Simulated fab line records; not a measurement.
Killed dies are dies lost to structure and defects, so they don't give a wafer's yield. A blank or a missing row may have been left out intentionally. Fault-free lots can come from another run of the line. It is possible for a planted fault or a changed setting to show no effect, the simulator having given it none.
One fault seen from 2 desks	flow n5 finfet	every desk sees just its own numbers, and what lay behind them comes last

FOR THE TOOL OWNER'S DESK: cvd co-02
The tool's own readings at N5_BEOL_M1_CVD_47 (deposits Co from CCTBA/H2, target thk 3 nm, time 223.8 s): means of the sampled wafers that have a number, for each lot that ran on this tool. Marked OUT: a lot whose mean sits more than 4 standard deviations from the usual mean, which makes it out of limits; the brackets give that distance.
Columns: A = run length s at N5_BEOL_M1_CVD_47, usual 246.9 s
lot	first seen here	A
L928	day 6 10:42	246.6
L932	day 7 12:38	247.2
L935	day 7 22:29	247.0
L933	day 7 22:52	247.2
L936	day 8 22:52	246.8
L939	day 9 08:55	247.1
L941	day 9 18:11	246.8
L945	day 11 03:57	249.5 (+4.4) OUT
This desk finds L945 out of limits, L945 being first, at day 11 03:57 (run length s at N5_BEOL_M1_CVD_47). L928, L932, L935, L933, L936, L939, L941 stayed within limits.

METROLOGY DESK
Lot by lot, what the gauges showed, no matter which tool ran the lot: averages of those sampled wafers that carry a number. Marked OUT: a lot whose mean sits more than 4 standard deviations from the usual mean, which makes it out of limits; the brackets give that distance. Only the readings that lie furthest out on some lot appear, 7 of the 10 it has.
Columns: A = DIBL_P at N5_BEOL_M4_RC_MEAS_101, usual 35.3 mV/V; B = IOFF_P at N5_BEOL_M4_RC_MEAS_101, usual 0.21 nA/um; C = ION_N at N5_BEOL_M4_RC_MEAS_101, usual 676 uA/um; D = ION_P at N5_BEOL_M4_RC_MEAS_101, usual 463 uA/um; E = SS_P at N5_BEOL_M4_RC_MEAS_101, usual 73.0 mV/dec; F = VT_N at N5_BEOL_M4_RC_MEAS_101, usual 250 mV; G = VT_P at N5_BEOL_M4_RC_MEAS_101, usual -249.8 mV
lot	first seen here	A	B	C	D	E	F	G
L928	day 8 08:11	39.3	0.25	697	478	72.9	242	-246.0
L932	day 9 05:28	36.8	0.21	671	458	74.0	250	-250.8
L931	day 9 05:35	36.9	0.23	670	457	73.2	248	-248.7
L934	day 9 20:19	38.0	0.22	666	457	73.2	250	-249.2
L935	day 9 21:51	34.4	0.20	676	462	73.1	250	-249.9
L933	day 10 00:14	37.2	0.26	688	474	73.5	249	-247.8
L937	day 10 12:14	34.4	0.19	680	468	73.3	248	-250.6
L936	day 10 15:54	35.2	0.20	677	463	72.8	251	-251.5
L939	day 11 11:06	37.0	0.23	684	470	73.1	250	-247.6
L941	day 11 22:40	36.7	0.25	692	471	74.1	246	-248.2
L945	day 12 21:17	34.6	0.19	681	467	72.8	252	-250.0
Result from this desk: across the 11 lots, nothing is out of limits.

PUT TOGETHER
The tool owner's desk could have raised an alarm at day 11 03:57, on L945.
At the metrology desk, nothing out of limits was observed.
The metrology desk holds a record of L945, inside its limits.
On cvd co-02, each named lot ran N5_BEOL_M1_CVD_47.

WHAT WAS PUT IN BY THE SIMULATOR
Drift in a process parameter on cvd co-02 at N5_BEOL_M1_CVD_47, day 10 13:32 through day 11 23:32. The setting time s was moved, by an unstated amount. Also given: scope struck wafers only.
Shown lots that were struck: L945.
Hours from the fault's start to each desk's first reading out of limits: the tool owner's desk, 14.
